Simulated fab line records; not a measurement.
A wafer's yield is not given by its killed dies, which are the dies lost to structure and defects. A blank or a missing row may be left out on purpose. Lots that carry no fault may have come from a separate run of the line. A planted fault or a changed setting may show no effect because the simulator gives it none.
What tool caused it? ; flow nand harc ; Sampling: 24 lots, 72 wafers, 6 of 1302 route steps

== WHAT THE GAUGES READ, wafer by wafer ==
Not one reading of a measure or inspect step in the record can be checked against a usual standard deviation.

== EACH LOT AND THE TOOL THAT RAN IT (in order: tool; ch and the chambers of the sampled wafers; start) ==
lot;NHARC_A_CHANNEL_FILL_D2_CMP_10;NHARC_A_STAIRCASE_TRIM_12;NHARC_A_STAIRCASE_ETCH_21;NHARC_A_STAIRCASE_ETCH_201;NHARC_A_STAIRCASE_ETCH_221;NHARC_A_STAIRCASE_TRIM_231
L074;cmp-02 ch 0,1,3, day 15 07:19;rie diel-04 ch 0,1,3, day 15 10:44;rie diel-05 ch 1,2,3, no start;rie diel-05 ch 0,1, no start;rie diel-05 ch 1,2, no start;rie diel-10 ch 0,1,3, no start
L075;cmp-01 ch 1,2, day 15 19:33;rie diel-10 ch 2,3, day 16 02:13;rie diel-10 ch 0,3, no start;rie diel-05 ch 0,2,3, no start;rie diel-04 ch 1,2,3, no start;rie diel-04 ch 1,3, no start
L076;cmp-04 ch 1,2, day 16 09:55;rie diel-04 ch 0,1,2, day 16 13:29;rie diel-04 ch 1,3, no start;rie diel-10 ch 0,1,2, no start;rie diel-10 ch 0,3, no start;rie diel-05 ch 1,3, no start
L078;cmp-04 ch 0,1,3, day 16 15:49;rie diel-04 ch 1,2,3, day 16 19:19;rie diel-05 ch 0,1,3, no start;rie diel-05 ch 0,2,3, no start;rie diel-04 ch 0,2,3, no start;rie diel-04 ch 0,2,3, no start
L077;cmp-02 ch 0,1,3, day 17 05:35;rie diel-10 ch 1,2,3, day 17 09:05;rie diel-04 ch 0,2,3, no start;rie diel-04 ch 1,2,3, no start;rie diel-05 ch 1,2,3, no start;rie diel-05 ch 0,2, no start
L080;cmp-01 ch 0,3, day 17 15:13;rie diel-04 ch 0,3, day 17 18:49;rie diel-04 ch 2,3, no start;rie diel-10 ch 2,3, no start;rie diel-04 ch 0,3, no start;rie diel-04 ch 0,2,3, no start
L079;cmp-02 ch 0,2,3, day 17 15:13;rie diel-05 ch 1,2,3, day 17 18:58;rie diel-04 ch 1,2,3, no start;rie diel-04 ch 0,1,3, no start;rie diel-04 ch 0,1,3, no start;rie diel-10 ch 0,2,3, no start
L081;cmp-01 ch 2,3, day 18 01:55;rie diel-10 ch 1,3, day 18 05:58;rie diel-10 ch 0,1,2, no start;rie diel-04 ch 0,1,2, no start;rie diel-05 ch 1,2, no start;rie diel-04 ch 2,3, no start
L082;cmp-04 ch 2,3, day 18 15:59;rie diel-05 ch 0,2, day 18 19:45;rie diel-04 ch 1,2,3, no start;rie diel-10 ch 1,2, no start;rie diel-04 ch 1,2, no start;rie diel-05 ch 1,2,3, no start
L084;cmp-04 ch 0,1,2, day 19 14:53;rie diel-04 ch 0,2,3, day 19 18:39;rie diel-04 ch 2,3, no start;rie diel-10 ch 0,1,3, no start;rie diel-04 ch 1,2, no start;rie diel-04 ch 0,1,2, no start
L083;cmp-02 ch 2,3, day 19 14:55;rie diel-05 ch 1,2, day 19 18:22;rie diel-05 ch 0,1,3, no start;rie diel-04 ch 0,1, no start;rie diel-10 ch 0,1,2, no start;rie diel-10 ch 0,1,3, no start
L086;cmp-04 ch 1,2,3, day 19 21:29;rie diel-04 ch 0,1,3, day 20 01:26;rie diel-05 ch 0,1,3, no start;rie diel-10 ch 0,1,2, no start;rie diel-04 ch 1,2,3, no start;rie diel-10 ch 0,2,3, no start
L085;cmp-01 ch 0,2,3, day 19 21:31;rie diel-10 ch 0,2, day 20 01:20;rie diel-10 ch 0,1, no start;rie diel-05 ch 1,2, no start;rie diel-05 ch 1,2,3, no start;rie diel-05 ch 0,1,2, no start
L089;cmp-02 ch 2,3, day 21 09:03;rie diel-04 ch 1,2,3, day 21 12:50;rie diel-10 ch 0,1,3, no start;rie diel-05 ch 0,3, no start;rie diel-04 ch 0,1,2, no start;rie diel-04 ch 0,1,2, no start
L088;cmp-01 ch 0,2,3, day 21 09:06;rie diel-04 ch 0,3, day 21 12:30;rie diel-10 ch 0,1,2, no start;rie diel-10 ch 0,1, no start;rie diel-10 ch 0,3, no start;rie diel-10 ch 0,1,3, no start
L087;cmp-02 ch 0,2, day 21 11:57;rie diel-10 ch 0,1, day 21 15:21;rie diel-10 ch 1,3, no start;rie diel-04 ch 1,3, no start;rie diel-05 ch 0,1,3, no start;rie diel-05 ch 0,3, no start
L090;cmp-02 ch 1,3, day 22 05:35;rie diel-10 ch 1,3, day 22 10:04;rie diel-04 ch 0,2,3, no start;rie diel-04 ch 0,2,3, no start;rie diel-04 ch 2,3, no start;rie diel-04 ch 1,2,3, no start
L091;cmp-01 ch 0,1,3, day 22 05:38;rie diel-10 ch 0,3, day 22 09:10;rie diel-05 ch 0,3, no start;rie diel-10 ch 0,1, no start;rie diel-05 ch 0,1,2, no start;rie diel-05 ch 0,2,3, no start
L092;cmp-01 ch 0,1,2, day 23 09:16;rie diel-10 ch 1,2,3, day 23 15:43;rie diel-10 ch 0,1,3, no start;rie diel-04 ch 0,1,3, no start;rie diel-05 ch 0,1,3, no start;rie diel-10 ch 0,2,3, no start
L093;cmp-04 ch 2,3, day 23 09:17;rie diel-05 ch 1,2,3, day 23 15:22;rie diel-04 ch 0,1,2, no start;rie diel-05 ch 2,3, no start;rie diel-04 ch 1,2,3, no start;rie diel-04 ch 0,1,2, no start
L094;cmp-02 ch 1,2,3, day 23 22:54;rie diel-10 ch 0,3, day 24 02:37;rie diel-04 ch 1,2, no start;rie diel-05 ch 1,2,3, no start;rie diel-10 ch 0,3, no start;rie diel-05 ch 1,2, no start
L095;cmp-01 ch 0,1,2, day 23 22:55;rie diel-04 ch 0,1,3, day 24 02:21;rie diel-05 ch 1,2,3, no start;rie diel-04 ch 1,2,3, no start;rie diel-10 ch 0,1,2, no start;rie diel-10 ch 0,2,3, no start
L096;cmp-04 ch 1,2, day 24 16:32;rie diel-10 ch 0,1,2, day 24 20:07;rie diel-04 ch 0,1,2, no start;rie diel-10 ch 0,1, no start;rie diel-05 ch 2,3, no start;rie diel-10 ch 0,1, no start
L097;cmp-04 ch 0,2, day 25 03:08;rie diel-04 ch 0,1,3, day 25 07:35;rie diel-04 ch 1,2,3, no start;rie diel-04 ch 1,2, no start;rie diel-04 ch 0,3, no start;rie diel-04 ch 0,3, no start
- NHARC_A_CHANNEL_FILL_D2_CMP_10: polishes, target thk 150 nm.
- NHARC_A_STAIRCASE_TRIM_12: chemistry O2, time 211.2 s.
- NHARC_A_STAIRCASE_ETCH_21: etches the open film in C4F8/O2, target depth 100 nm, time 40.5 s.
- NHARC_A_STAIRCASE_ETCH_201: etches the open film in C4F8/O2, target depth 100 nm, time 40.5 s.
- NHARC_A_STAIRCASE_ETCH_221: etches the open film in C4F8/O2, target depth 100 nm, time 40.5 s.
- NHARC_A_STAIRCASE_TRIM_231: chemistry O2, time 211.2 s.

== AS READ BY THE TOOLS THEMSELVES (means over the sampled wafers that have a number; for cases with no such wafer, the mark the record gives instead) ==
NHARC_A_CHANNEL_FILL_D2_CMP_10. Usual: motor current A 11.6 A, standard deviation 1; time to endpoint s 14 s, standard deviation 3.1.
lot;tool;motor current A (A);time to endpoint s (s);flag
L074;cmp-02;12.1;17;
L075;cmp-01;10.5;14;
L076;cmp-04;12.6;11;
L078;cmp-04;11.6;17;
L077;cmp-02;12.3;15;
L080;cmp-01;12.2;14;
L079;cmp-02;12.5;13;
L081;cmp-01;11.0;14;
L082;cmp-04;10.9;16;
L084;cmp-04;11.7;13;
L083;cmp-02;11.4;18;
L086;cmp-04;11.6;15;
L085;cmp-01;11.7;16;
L089;cmp-02;11.5;16;
L088;cmp-01;11.2;15;
L087;cmp-02;12.7;12;
L090;cmp-02;11.5;16;
L091;cmp-01;11.1;15;
L092;cmp-01;11.0;14;
L093;cmp-04;11.6;16;
L094;cmp-02;11.9;17;
L095;cmp-01;11.3;15;
L096;cmp-04;12.3;15;
L097;cmp-04;11.8;10;

NHARC_A_STAIRCASE_TRIM_12. Usual: drypump motor current A 5.9 A, standard deviation 0.49; oes product au 1.000 a.u., standard deviation 0.013; rf vpp V 57.6 V, standard deviation 0.89; showerhead plenum p Torr 3.46 Torr, standard deviation 0.15; throttle valve pct 17.037 %, standard deviation 0.0086.
lot;tool;drypump motor current A (A);oes product au (a.u.);rf vpp V (V);showerhead plenum p Torr (Torr);throttle valve pct (%);flag
L074;rie diel-04;6.2;0.997;58.0;3.53;17.047;
L075;rie diel-10;5.7;0.995;57.7;3.38;17.037;
L076;rie diel-04;5.9;1.000;57.7;3.42;17.036;
L078;rie diel-04;6.3;1.005;57.5;3.52;17.037;
L077;rie diel-10;5.6;0.989;57.0;3.49;17.035;
L080;rie diel-04;5.7;1.006;58.3;3.42;17.031;
L079;rie diel-05;5.4;0.992;57.5;3.56;17.031;
L081;rie diel-10;5.5;0.997;58.1;3.60;17.031;
L082;rie diel-05;5.6;1.013;57.4;3.50;17.037;
L084;rie diel-04;5.9;1.011;57.4;3.41;17.031;
L083;rie diel-05;5.4;1.020;58.4;3.44;17.035;
L086;rie diel-04;6.2;1.008;57.2;3.51;17.032;
L085;rie diel-10;6.0;0.994;56.6;3.30;17.036;
L089;rie diel-04;6.3;1.008;58.1;3.50;17.039;
L088;rie diel-04;5.8;0.992;57.2;3.40;17.047;
L087;rie diel-10;5.5;0.996;57.9;3.52;17.030;
L090;rie diel-10;5.5;0.995;58.2;3.59;17.040;
L091;rie diel-10;6.2;0.994;56.5;3.35;17.035;
L092;rie diel-10;5.6;0.993;57.2;3.46;17.040;
L093;rie diel-05;5.5;0.998;58.1;3.53;17.032;
L094;rie diel-10;6.1;0.989;57.1;3.35;17.034;
L095;rie diel-04;6.2;1.009;57.9;3.49;17.039;
L096;rie diel-10;5.7;0.998;57.2;3.39;17.035;
L097;rie diel-04;6.2;1.001;58.0;3.49;17.024;

NHARC_A_STAIRCASE_ETCH_21. Usual: bias w 1000 W, standard deviation 3.3; oes product au 0.953 a.u., standard deviation 0.021; rf vpp V 894 V, standard deviation 5.7.
lot;tool;bias w (W);oes product au (a.u.);rf vpp V (V);flag
L074;rie diel-05;1003;0.966;897;
L075;rie diel-10;1001;0.934;892;
L076;rie diel-04;996;0.955;900;
L078;rie diel-05;1000;0.977;899;
L077;rie diel-04;1002;0.972;892;
L080;rie diel-04;997;0.945;892;
L079;rie diel-04;1002;0.963;895;
L081;rie diel-10;1001;0.944;892;
L082;rie diel-04;1002;0.988;894;
L084;rie diel-04;1002;0.968;892;
L083;rie diel-05;1003;0.940;898;
L086;rie diel-05;1000;0.967;897;
L085;rie diel-10;999;0.927;891;
L089;rie diel-10;999;0.944;894;
L088;rie diel-10;1001;0.949;892;
L087;rie diel-10;999;0.943;898;
L090;rie diel-04;1001;0.961;891;
L091;rie diel-05;1000;0.928;903;
L092;rie diel-10;999;0.927;894;
L093;rie diel-04;1003;0.951;891;
L094;rie diel-04;1000;0.971;892;
L095;rie diel-05;1002;0.961;895;
L096;rie diel-04;1000;0.948;891;
L097;rie diel-04;1000;0.936;894;

NHARC_A_STAIRCASE_ETCH_201. Usual: bias w 1000 W, standard deviation 3.5; oes product au 0.946 a.u., standard deviation 0.013; rf vpp V 894 V, standard deviation 5.7.
lot;tool;bias w (W);oes product au (a.u.);rf vpp V (V);flag
L074;rie diel-05;999;0.933;897;
L075;rie diel-05;999;0.949;899;
L076;rie diel-10;1001;0.938;893;
L078;rie diel-05;1000;0.945;899;
L077;rie diel-04;1000;0.955;896;
L080;rie diel-10;996;0.939;892;
L079;rie diel-04;1000;0.952;896;
L081;rie diel-04;998;0.951;891;
L082;rie diel-10;1001;0.954;896;
L084;rie diel-10;1001;0.934;894;
L083;rie diel-04;1001;0.934;891;
L086;rie diel-10;1005;0.940;892;
L085;rie diel-05;999;0.952;893;
L089;rie diel-05;999;0.947;902;
L088;rie diel-10;1000;0.946;892;
L087;rie diel-04;999;0.956;899;
L090;rie diel-04;1001;0.958;891;
L091;rie diel-10;997;0.938;896;
L092;rie diel-04;997;0.943;894;
L093;rie diel-05;1000;0.938;896;
L094;rie diel-05;1001;0.946;896;
L095;rie diel-04;997;0.961;896;
L096;rie diel-10;999;0.930;891;
L097;rie diel-04;997;0.956;891;

NHARC_A_STAIRCASE_ETCH_221. Usual: bias w 1000.0 W, standard deviation 2.9; oes product au 0.941 a.u., standard deviation 0.018; rf vpp V 894 V, standard deviation 5.5.
lot;tool;bias w (W);oes product au (a.u.);rf vpp V (V);flag
L074;rie diel-05;999.4;0.936;892;
L075;rie diel-04;1000.6;0.953;896;
L076;rie diel-10;1002.7;0.938;891;
L078;rie diel-04;1001.7;0.952;892;
L077;rie diel-05;1000.9;0.947;897;
L080;rie diel-04;1001.6;0.954;895;
L079;rie diel-04;998.2;0.930;896;
L081;rie diel-05;998.2;0.938;894;
L082;rie diel-04;1002.6;0.958;891;
L084;rie diel-04;1001.4;0.944;891;
L083;rie diel-10;1000.8;0.938;892;
L086;rie diel-04;1002.9;0.932;896;
L085;rie diel-05;998.7;0.954;897;
L089;rie diel-04;1000.5;0.937;892;
L088;rie diel-10;1000.9;0.944;893;
L087;rie diel-05;998.8;0.928;897;
L090;rie diel-04;999.0;0.982;891;
L091;rie diel-05;999.9;0.928;895;
L092;rie diel-05;999.0;0.951;898;
L093;rie diel-04;1001.3;0.958;894;
L094;rie diel-10;998.0;0.920;892;
L095;rie diel-10;1000.1;0.944;889;
L096;rie diel-05;998.1;0.931;895;
L097;rie diel-04;1001.0;0.919;893;

NHARC_A_STAIRCASE_TRIM_231. Usual: drypump motor current A 5.8 A, standard deviation 0.48; oes product au 1.000 a.u., standard deviation 0.015; rf vpp V 57.6 V, standard deviation 1; showerhead plenum p Torr 3.48 Torr, standard deviation 0.15; throttle valve pct 17.036 %, standard deviation 0.0092.
lot;tool;drypump motor current A (A);oes product au (a.u.);rf vpp V (V);showerhead plenum p Torr (Torr);throttle valve pct (%);flag
L074;rie diel-10;5.8;0.993;57.8;3.50;17.034;
L075;rie diel-04;6.6;1.012;58.0;3.62;17.047;
L076;rie diel-05;5.3;0.988;58.4;3.55;17.036;
L078;rie diel-04;5.9;1.006;57.5;3.42;17.032;
L077;rie diel-05;5.7;0.997;57.9;3.55;17.037;
L080;rie diel-04;5.9;1.009;56.7;3.42;17.035;
L079;rie diel-10;6.0;0.993;57.5;3.37;17.050;
L081;rie diel-04;6.1;1.011;57.8;3.42;17.042;
L082;rie diel-05;5.4;0.998;58.1;3.55;17.038;
L084;rie diel-04;5.9;1.014;56.8;3.41;17.032;
L083;rie diel-10;5.9;0.994;58.1;3.48;17.030;
L086;rie diel-10;6.0;0.996;58.2;3.36;17.038;
L085;rie diel-05;5.5;1.008;56.7;3.48;17.038;
L089;rie diel-04;5.9;1.011;56.7;3.40;17.033;
L088;rie diel-10;5.8;1.004;57.6;3.47;17.040;
L087;rie diel-05;5.7;0.984;57.8;3.70;17.037;
L090;rie diel-04;6.3;1.018;56.7;3.50;17.033;
L091;rie diel-05;5.7;0.998;58.2;3.59;17.043;
L092;rie diel-10;5.9;0.999;57.7;3.34;17.035;
L093;rie diel-04;5.9;1.001;58.6;3.40;17.041;
L094;rie diel-05;5.3;1.009;57.6;3.42;17.041;
L095;rie diel-10;5.9;0.977;56.0;3.34;17.040;
L096;rie diel-10;5.8;0.982;57.8;3.38;17.031;
L097;rie diel-04;5.7;1.000;58.2;3.39;17.042;

== THE ANSWER, worked out from the rows above alone ==
Rule: take the mean of a lot's wafers that have a number; if it is more than 3 standard deviations from the usual mean, the lot is off. Also off: a lot with no number at a reading for which 4 or more lots have one. The other lots that the step has rows for count as sound. The gauges are gone through in route order, then the tools' own readings, and for those a lot's mean is taken as printed above. The first step at which some lot is off is used, and at that step the reading that is off furthest; a lot without a number counts as furthest.
Across all readings shown, no lot is off: no conclusion can be drawn from this.

== WHAT THE SIMULATOR HAD INSERTED ==
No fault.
